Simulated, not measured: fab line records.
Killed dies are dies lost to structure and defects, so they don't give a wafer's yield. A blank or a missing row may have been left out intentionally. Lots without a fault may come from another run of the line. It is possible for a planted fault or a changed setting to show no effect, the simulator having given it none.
fab line records | flow n5_finfet | part 1 of 2: steps 1 to 8 of 9
[record] lots = 8 wafers = 21 last_day = 18
route steps=1938 shown BEOL_M7@1276 BEOL_M15@1830 PASSIVATION@1936
lots that met no fault: from a run of the same line without faults
start_h: hours from the record's first day to the start of the lot's first wafer shown | wait_h: hours since the lot's step before | " repeats the value in the row above | L1.1+2: a row that stands for several wafers | - either no value or no given start | * or withheld: withheld | < > ~ a bound
route shown NAME@n: NAME is a module with steps in the file, n the number in the route of the first one | usual: average and standard deviation across the fault-free wafers | same: alike in all rows | chamber/n: place in a boat | sites: per-site readings | _std_site: the standard deviation of these | _edge_site: mean of outer sites minus mean of inner sites | radius_mm: for every site, how far away it sits from the centre of the wafer | mask NAME#n: copy n | behind: the last tool/chamber to shape the wafer | hold: the reason the lot was held/the length of the hold in hours/how it ended | device: names the non-switching transistor (n, p or np) | end of line: the route-end tests of the same wafers | step lacking rows: just its recipe | killed: at the first sort, the dies lost to defects and structure; wafer yield is something else | map: the dies of a wafer, with x for killed, . for not killed, _ for no die there
set.NAME: setting as actually run; set.NAME@STEP: the setting as run at that earlier step | model.NAME: the simulator's own value behind a step, which no gauge read
steps of the route over a sample of lots; a table a step, a row a wafer
services: when a tool's chamber went out of use (start_h, in hours from the record's first day, below 0 if earlier), for how many hours, and the reason
[[steps]]
[step N5_BEOL_M7_CD_MEAS_11]
[recipe] target_cd_nm = 38.5 landing_energy_ev = 500 detector = se_inlens polarity = opening
[usual] cd_nm = 38.8/0.53
// columns lot.wafer tool chamber start_h wait_h cd_nm
L173.1 cd_sem-01 0 203.11 - 38.1
L173.2 " 0 " " 38.3
L173.5 " 0 " " 38.0
L176.4 cd_sem-02 0 220.98 - 38.6
L176.5 " 0 " " 39.6
L176.6 " 0 " " 38.3
L181.4 cd_sem-03 0 246.23 - 38.5
L181.5 " 0 " " 38.2
L182.1 cd_sem-03 0 252.68 - 38.8
L182.4 " 0 " " 38.9
L182.5 " 0 " " 38.3
L187.1 cd_sem-03 0 280.50 - 39.4
L187.4 " 0 " " 38.5
L187.5 " 0 " " 38.9
L192.2 cd_sem-01 0 308.21 - 38.8
L192.3 " 0 " " 38.6
L192.4 " 0 " " 38.0
L193.2 cd_sem-01 0 332.24 - 39.6
L193.3 " 0 " " 39.4
L194.2 cd_sem-02 0 337.62 - 39.1
L194.6 " 0 " " 39.1
[step N5_BEOL_M7_STRIP_36]
[recipe] chemistry = N2/H2 power_w = 450 temp_c = 40 pressure_mtorr = 20 rf_frequency_hz = 6e+07 overash_fraction = 0.3 bias_power_w = 7 h2_frac = 0.5 n2_flow_sccm = 200 h2_flow_sccm = 200
[usual] drypump_motor_current_A = 5.8/0.44 oes_product_au = 0.77/0.087 rf_vpp_V = 59.3/1.6 showerhead_plenum_p_Torr = 2.56/0.1 throttle_valve_pct = 23.6/0.37
// columns lot.wafer tool chamber start_h wait_h drypump_motor_current_A oes_product_au rf_hours_counter_h rf_vpp_V showerhead_plenum_p_Torr throttle_valve_pct
L173.1 rie_diel-02 1 204.58 0.0 5.7 0.87 35 58.8 2.70 23.2
L173.2 " 2 " " 5.1 0.81 90 58.3 2.54 23.5
L173.5 " 2 " " 5.1 0.80 - 59.6 2.54 23.5
L176.4 rie_diel-02 3 222.46 0.0 6.2 0.69 - 59.4 2.41 23.9
L176.5 " 0 " " 5.8 0.71 - 60.9 2.63 23.7
L176.6 " 1 " " 5.7 0.85 - 61.2 2.70 23.2
L181.4 rie_diel-02 1 248.13 0.0 5.8 0.85 50 59.6 2.70 23.2
L181.5 " 1 " " 5.7 0.85 - 60.8 2.70 23.2
L182.1 rie_diel-02 0 255.11 0.0 5.8 0.71 210 58.2 2.62 23.7
L182.4 " 3 " " 6.2 0.69 239 58.2 2.41 23.9
L182.5 " 3 " " 6.2 0.69 - 56.2 2.41 23.9
L187.1 rie_diel-02 0 284.49 0.0 5.8 0.68 219 61.7 2.62 23.6
L187.4 " 3 " " 6.2 0.68 248 60.3 2.40 23.9
L187.5 " 3 " " 6.2 0.68 - 60.9 2.40 23.9
L192.2 rie_diel-01 3 312.71 0.0 6.0 0.93 10 62.6 2.72 23.2
L192.3 " 0 " " 5.6 0.81 77 58.6 2.57 22.9
L192.4 " 0 " " 5.6 0.81 - 59.5 2.57 22.9
L193.2 rie_diel-01 3 333.44 0.0 6.0 0.92 15 57.6 2.72 23.2
L193.3 " 2 " " 5.5 1.00 3 60.8 2.70 23.2
L194.2 rie_diel-01 3 339.12 0.0 6.0 0.92 18 60.6 2.72 23.1
L194.6 " 1 " " 5.5 0.70 - 62.7 2.60 24.0
[step N5_BEOL_M7_TRENCH_ETCH_37]
[recipe] chemistry = C4F6/O2 target_depth_a = 934.78 target = SiCOH_lowk time_s = 31.2 ion_energy_ev = 250 pressure_mtorr = 30 source_w = 345 bias_w = 185 Ar_flow_sccm = 300 C4F6_flow_sccm = 10 O2_flow_sccm = 10
[usual] drypump_motor_current_A = 5.8/0.44 oes_product_au = 0.77/0.09 rf_vpp_V = 669/16 showerhead_plenum_p_Torr = 2.86/0.1 throttle_valve_pct = 20.87/0.29
// columns lot.wafer tool chamber start_h wait_h drypump_motor_current_A oes_product_au rf_hours_counter_h rf_vpp_V showerhead_plenum_p_Torr throttle_valve_pct
L173.1 rie_diel-02 1 204.62 - 5.7 0.88 35 692 3.02 20.49
L173.2 " 2 " " 5.1 0.77 90 649 2.88 21.03
L173.5 " 2 " " 5.1 0.78 - 648 2.88 21.02
L176.4 rie_diel-02 3 222.50 - 6.2 0.70 - 659 2.72 21.25
L176.5 " 0 " " 5.8 0.68 - 681 2.90 20.72
L176.6 " 1 " " 5.8 0.86 - 693 3.02 20.50
L181.4 rie_diel-02 1 248.17 - 5.8 0.76 50 694 3.01 20.47
L181.5 " 1 " " 5.8 0.84 - 695 3.01 20.51
L182.1 rie_diel-02 0 255.15 - 5.8 0.68 210 679 2.90 20.75
L182.4 " 3 " " 6.2 0.61 239 657 2.72 21.25
L182.5 " 3 " " 6.2 0.69 - 658 2.72 21.27
L187.1 rie_diel-02 0 284.53 - 5.8 0.67 219 679 2.89 20.76
L187.4 " 3 " " 6.2 0.61 248 660 2.71 21.24
L187.5 " 3 " " 6.2 0.69 - 657 2.71 21.29
L192.2 rie_diel-01 3 312.75 - 6.0 0.94 10 674 3.00 20.39
L192.3 " 0 " " 5.7 0.82 77 673 2.89 20.48
L192.4 " 0 " " 5.6 0.82 - 674 2.89 20.50
L193.2 rie_diel-01 3 333.48 - 6.0 0.91 15 674 3.00 20.38
L193.3 " 2 " " 5.4 0.99 3 702 3.03 20.50
L194.2 rie_diel-01 3 339.16 - 6.0 0.90 18 674 3.00 20.38
L194.6 " 1 " " 5.5 0.69 - 654 2.91 21.16
[step N5_BEOL_M7_OCD_MEAS_38]
[usual] trench_depth_nm = 91.0/1.8
// columns lot.wafer tool chamber start_h wait_h trench_depth_nm
L173.1 ocd-02 - 204.78 - 92.6
L173.2 " - " " 90.1
L173.5 " - " " 89.8
L176.4 ocd-02 - 222.65 - 93.9
L176.5 " - " " 89.3
L176.6 " - " " 90.8
L181.4 ocd-01 - 248.33 - 74.2
L181.5 " - " " 90.9
L182.1 ocd-02 - 255.31 - 89.6
L182.4 " - " " 76.0
L182.5 " - " " 93.0
L187.1 ocd-01 - 284.69 - 89.0
L187.4 " - " " 76.8
L187.5 " - " " 93.7
L192.2 ocd-01 - 312.91 - 90.7
L192.3 " - " " 92.5
L192.4 " - " " 92.2
L193.2 ocd-02 - 333.64 - 90.6
L193.3 " - " " 94.7
L194.2 ocd-02 - 339.32 - 91.1
L194.6 " - " " 91.4
[step N5_BEOL_M7_SURFACE_TREAT_79]
[recipe] gas = Ar time_s = * ion_energy_ev = * ion_current_ma_cm2 = 0.5 pressure_mtorr = * ar_flow_sccm = 30
[usual] ar_flow_sccm = 30.00/0.089 pressure_mtorr = * throttle_valve_pct = *
// columns lot.wafer tool chamber start_h wait_h ar_flow_sccm pressure_mtorr throttle_valve_pct
L173.1 pvd_sputter-03 - 207.55 0.2 30.10 * *
L173.2 " - " " 29.98 * *
L173.5 " - " " 29.83 * *
L176.4 pvd_sputter-02 - 225.04 0.2 29.95 * *
L176.5 " - " " 29.98 * *
L176.6 " - " " 30.00 * *
L181.4 pvd_sputter-01 - 249.28 0.2 30.00 * *
L181.5 " - " " 29.92 * *
L182.1 pvd_sputter-03 - 256.59 0.2 29.98 * *
L182.4 " - " " 29.91 * *
L182.5 " - " " 30.17 * *
L187.1 pvd_sputter-01 - 286.03 0.3 29.85 * *
L187.4 " - " " 30.04 * *
L187.5 " - " " 29.85 * *
L192.2 pvd_sputter-02 - 314.20 0.3 30.16 * *
L192.3 " - " " 30.04 * *
L192.4 " - " " 29.97 * *
L193.2 pvd_sputter-02 - 334.75 0.2 29.99 * *
L193.3 " - " " 29.81 * *
L194.2 pvd_sputter-01 - 340.89 0.2 30.16 * *
L194.6 " - " " 29.99 * *
[step N5_BEOL_M7_THK_MEAS_53]
[recipe] thk_meas_gauge = xrf reads = Cu_of_BEOL_M7_ECD_50
[usual] M7_THK = 77.1/2.2
// columns lot.wafer tool chamber start_h wait_h M7_THK[nm]
L173.1 film_metro-01 - 208.61 - 79.1
L173.2 " - " " 77.4
L173.5 " - " " 76.3
L176.4 film_metro-01 - 226.15 - 81.5
L176.5 " - " " 76.5
L176.6 " - " " 77.8
L181.4 film_metro-01 - 250.66 - 57.4
L181.5 " - " " 76.2
L182.1 film_metro-01 - 258.06 - 74.8
L182.4 " - " " 62.5
L182.5 " - " " 78.9
L187.1 film_metro-01 - 287.68 - 74.4
L187.4 " - " " 61.9
L187.5 " - " " 79.7
L192.2 film_metro-01 - 315.83 - 75.5
L192.3 " - " " 77.9
L192.4 " - " " 77.7
L193.2 film_metro-01 - 335.77 - 79.0
L193.3 " - " " 81.8
L194.2 film_metro-01 - 341.92 - 78.9
L194.6 " - " " 78.6
[step N5_BEOL_M7_RS_MEAS_57]
[recipe] thk_meas_gauge = four-point-probe reads = Cu_of_BEOL_M7_ECD_50+Co_of_BEOL_M7_CVD_78+TaN_of_BEOL_M7_ALD_77
[usual] M7_RS = 0.299/0.01
// columns lot.wafer tool chamber start_h wait_h M7_RS[ohm/sq]
L173.1 film_metro-01 - 208.77 0.1 0.289
L173.2 " - " " 0.296
L173.5 " - " " 0.302
L176.4 film_metro-01 - 226.28 0.0 0.283
L176.5 " - " " 0.304
L176.6 " - " " 0.297
L181.4 film_metro-01 - 250.79 0.0 0.427
L181.5 " - " " 0.303
L182.1 film_metro-01 - 258.20 0.1 0.313
L182.4 " - " " 0.389
L182.5 " - " " 0.294
L187.1 film_metro-01 - 287.81 0.1 0.310
L187.4 " - " " 0.387
L187.5 " - " " 0.288
L192.2 film_metro-01 - 315.96 0.1 0.303
L192.3 " - " " 0.292
L192.4 " - " " 0.294
L193.2 film_metro-01 - 335.90 0.1 0.291
L193.3 " - " " 0.278
L194.2 film_metro-02 - 342.05 0.1 0.295
L194.6 " - " " 0.297
[step N5_BEOL_M15_RC_MEAS_101]
[usual] COMB_M10 = 1.5e-11/3e-12 COMB_M11 = 1.5e-11/3.1e-12 COMB_M12 = 6.6e-12/1.4e-12 COMB_M13 = 4.9e-12/1.1e-12 COMB_M14 = 3.7e-12/7.7e-13 COMB_M14_max_site = 5.3e-12/1.1e-12 COMB_M15 = 2.7e-12/7.3e-13 COMB_M5 = 3.8e-11/7.3e-12 COMB_M6 = 2.6e-11/5.6e-12 COMB_M8 = 2.6e-11/5.4e-12 COMB_M9 = 1.46e-11/2.6e-12 SERP_M10 = 3.07/0.13 SERP_M11 = 3.18/0.11 SERP_M12 = 0.637/0.017 SERP_M13 = 0.313/0.0071 SERP_M13_max_site = 0.317/0.0073 SERP_M14 = 0.157/0.0067 SERP_M5 = 40.2/1.9 SERP_M6 = 13.9/0.73 SERP_M7 = 14.2/0.66 SERP_M7_max_site = 14.8/0.69 SERP_M8 = 13.8/0.74 SERP_M9 = 3.18/0.1
// columns lot.wafer tool chamber start_h wait_h COMB_M10[S/m] COMB_M11[S/m] COMB_M12[S/m] COMB_M13[S/m] COMB_M14[S/m] COMB_M14_max_site[S/m] COMB_M15[S/m] COMB_M5[S/m] COMB_M6[S/m] COMB_M8[S/m] COMB_M9[S/m] SERP_M10[ohm/um] SERP_M11[ohm/um] SERP_M12[ohm/um] SERP_M13[ohm/um] SERP_M13_max_site[ohm/um] SERP_M14[ohm/um] SERP_M5[ohm/um] SERP_M6[ohm/um] SERP_M7[ohm/um] SERP_M7_max_site[ohm/um] SERP_M8[ohm/um] SERP_M9[ohm/um]
L173.1 prober-01 0 262.97 0.0 1.71e-11 1.1e-11 5.4e-12 4.8e-12 3.9e-12 6.2e-12 2.2e-12 4.2e-11 4.5e-11 1.9e-11 1.34e-11 3.12 2.99 0.636 0.312 0.317 0.165 41.2 13.8 13.7 14.4 13.6 3.12
L173.2 " 0 " " 1.5e-11 1.1e-11 8.5e-12 4e-12 4.3e-12 5.5e-12 2.4e-12 4.1e-11 4e-11 1.8e-11 1.61e-11 3.04 3.24 0.645 0.311 0.315 0.154 41.3 13.3 14.2 14.8 13.0 3.39
L173.5 " 0 " " 1.35e-11 1.3e-11 5.4e-12 3e-12 4.9e-12 6.1e-12 2.5e-12 2.9e-11 3.5e-11 2.7e-11 1.36e-11 3.13 3.06 0.643 0.308 0.309 0.167 43.4 14.0 14.6 15.2 12.6 3.17
L176.4 prober-01 0 280.37 0.5 1.7e-11 1.8e-11 9e-12 3.5e-12 2.5e-12 4.3e-12 1.8e-12 4.7e-11 1.8e-11 2.4e-11 1.32e-11 3.29 3.03 0.616 0.314 0.320 0.157 43.8 14.3 13.7 14.5 14.2 3.35
L176.5 " 0 " " 1.61e-11 1.5e-11 8.7e-12 4.2e-12 3.7e-12 4.3e-12 1.7e-12 3.4e-11 2.3e-11 2.1e-11 1.41e-11 3.23 3.05 0.655 0.309 0.313 0.160 39.4 13.6 14.3 14.5 14.2 3.31
L176.6 " 0 " " 1.53e-11 1.4e-11 6.5e-12 4e-12 4.9e-12 5.2e-12 1.6e-12 3e-11 2.5e-11 2.7e-11 1.76e-11 3.26 3.22 0.619 0.317 0.320 0.167 39.6 13.3 14.0 14.7 14.1 3.24
L181.4 prober-02 0 306.68 0.5 1.86e-11 1.1e-11 5.4e-12 6e-12 3.3e-12 4.3e-12 3.3e-12 4.5e-11 2.5e-11 2.6e-11 1.24e-11 3.18 3.05 0.632 0.302 0.305 0.155 42.7 12.5 20.1 20.8 13.8 3.13
L181.5 " 0 " " 1.45e-11 1.4e-11 5e-12 5e-12 5.8e-12 7.4e-12 3.5e-12 4.7e-11 3.8e-11 2.1e-11 1.68e-11 3.10 3.14 0.619 0.311 0.313 0.155 41.5 13.5 15.5 15.7 13.7 3.10
L182.1 prober-01 0 313.68 0.0 1.28e-11 1.7e-11 9.5e-12 4.7e-12 2.4e-12 3.2e-12 2.5e-12 4.2e-11 2.8e-11 1.8e-11 1.48e-11 2.97 3.41 0.629 0.327 0.329 0.159 44.1 14.4 14.8 15.4 13.0 3.05
L182.4 " 0 " " 1.32e-11 2.3e-11 6.4e-12 3.5e-12 2.6e-12 3.2e-12 2.8e-12 4.2e-11 3.2e-11 2.9e-11 1.76e-11 2.97 3.25 0.622 0.315 0.320 0.157 39.8 13.9 18.1 18.8 14.2 3.19
L182.5 " 0 " " 1.2e-11 1.3e-11 6.3e-12 3.8e-12 3e-12 4.4e-12 4.2e-12 2.8e-11 2.5e-11 2.6e-11 1.19e-11 3.00 3.28 0.635 0.328 0.331 0.156 42.0 14.4 14.7 15.3 13.6 3.05
L187.1 prober-02 0 356.58 0.1 1.47e-11 1.3e-11 6.9e-12 4.2e-12 3.3e-12 4.9e-12 3.7e-12 5.5e-11 2.7e-11 2.4e-11 2.02e-11 2.97 3.23 0.629 0.308 0.309 0.160 38.1 13.5 15.1 15.5 13.8 3.18
L187.4 " 0 " " 1.54e-11 1.5e-11 7e-12 5e-12 4.1e-12 5.1e-12 2.7e-12 4.6e-11 2.3e-11 2.4e-11 1.89e-11 3.06 3.14 0.667 0.297 0.299 0.159 37.1 15.0 18.5 19.3 13.5 3.02
L187.5 " 0 " " 1.24e-11 1.2e-11 6.5e-12 5.5e-12 3.8e-12 4.7e-12 3.4e-12 2.9e-11 2.5e-11 3.2e-11 1.56e-11 2.98 3.12 0.607 0.299 0.301 0.157 41.5 13.4 14.0 14.4 13.7 3.02
L192.2 prober-02 0 388.79 0.2 1.85e-11 1.4e-11 5.7e-12 5.7e-12 3.6e-12 4.6e-12 2.9e-12 4.6e-11 3.5e-11 2.2e-11 1.3e-11 2.99 3.24 0.655 0.313 0.316 0.144 40.1 15.3 13.9 14.3 14.9 3.13
L192.3 " 0 " " 1.87e-11 1.4e-11 8.6e-12 4.7e-12 3.5e-12 4.6e-12 2.6e-12 4.1e-11 3.4e-11 2e-11 2.12e-11 2.92 3.23 0.646 0.315 0.319 0.157 39.1 13.2 14.1 14.7 13.7 3.14
L192.4 " 0 " " 1.42e-11 1.5e-11 7.7e-12 5.9e-12 3.7e-12 5e-12 3e-12 4.7e-11 2.8e-11 2.4e-11 1.85e-11 2.90 3.40 0.613 0.325 0.327 0.160 39.7 15.6 15.0 15.6 12.9 3.01
L193.2 prober-01 0 395.52 0.2 1.07e-11 1.6e-11 5.2e-12 4.9e-12 4.1e-12 6e-12 1.8e-12 4.1e-11 3.5e-11 2.4e-11 1.5e-11 3.06 3.37 0.644 0.320 0.322 0.159 37.4 14.4 13.1 13.7 12.9 3.03
L193.3 " 0 " " 1.66e-11 1.5e-11 7.1e-12 4.1e-12 3.5e-12 4.3e-12 2.4e-12 4.2e-11 2.8e-11 2.4e-11 1.35e-11 2.97 3.22 0.635 0.315 0.317 0.151 39.7 13.2 12.8 13.3 13.2 3.08
L194.2 prober-02 0 415.12 0.2 1.06e-11 1.2e-11 6.8e-12 5e-12 3.2e-12 4.7e-12 2.8e-12 3.7e-11 3.7e-11 2.5e-11 1.46e-11 3.06 3.27 0.648 0.314 0.315 0.157 41.7 13.3 13.5 14.1 13.2 3.35
L194.6 " 0 " " 1.49e-11 1.6e-11 7e-12 9.9e-12 4.2e-12 5.7e-12 4.1e-12 3.7e-11 2.1e-11 2.3e-11 1.34e-11 3.13 3.36 0.608 0.320 0.324 0.167 38.7 13.8 14.4 14.9 13.9 3.17
// sites SERP_M7 radius_mm=0,75,75,75,75,140,140,140,140
L173.1 13.9 13.8 13.7 13.5 14.4 13.6 13.7 13.5 13.7
L176.4 13.8 13.7 13.3 13.4 13.4 14.5 13.4 13.9 13.7
L181.4 20.4 20.0 20.7 19.9 20.8 19.8 20.3 20.1 20.1
L182.1 15.1 15.1 14.7 15.1 15.4 14.5 14.8 14.3 14.8
L187.1 15.0 15.1 15.2 15.2 15.5 14.8 14.5 14.5 15.2
L192.2 13.4 13.8 13.9 13.9 13.4 14.3 14.1 14.3 13.6
L193.2 12.5 13.1 13.0 12.7 12.9 13.6 13.6 13.7 13.6
L194.2 13.3 13.5 13.6 13.4 13.0 13.6 13.6 14.1 13.0
[[key]]
[first_sign] step = N5_BEOL_M7_OCD_MEAS_38 reading = trench_depth_nm direction = down sigmas = 8.7 usual = 91.0 struck = 75.7
[effect] step = N5_BEOL_M7_THK_MEAS_53 reading = M7_THK direction = down sigmas = 7.3 usual = 77.1 struck = 60.6
[effect] step = N5_BEOL_M7_RS_MEAS_57 reading = M7_RS direction = up sigmas = 10 usual = 0.299 struck = 0.401
[effect] step = N5_BEOL_M15_RC_MEAS_101 reading = SERP_M7 direction = up sigmas = 7 usual = 14.2 struck = 18.9
met_at N5_BEOL_M7_TRENCH_ETCH_37
struck_lots L181,L182,L187
struck_wafers L181.4,L182.4,L187.4
not_acting_at N5_BEOL_M7_CD_MEAS_11,N5_BEOL_M7_STRIP_36,N5_BEOL_M7_SURFACE_TREAT_79
onset_between 222.50 248.17
[fault] kind = process_parameter_drift tool = rie_diel-02 chamber = - onset_h = 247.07 steps = N5_BEOL_M7_TRENCH_ETCH_37 channel = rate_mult offset = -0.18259 shape = step end_h = 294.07 scope = struck_wafers_only
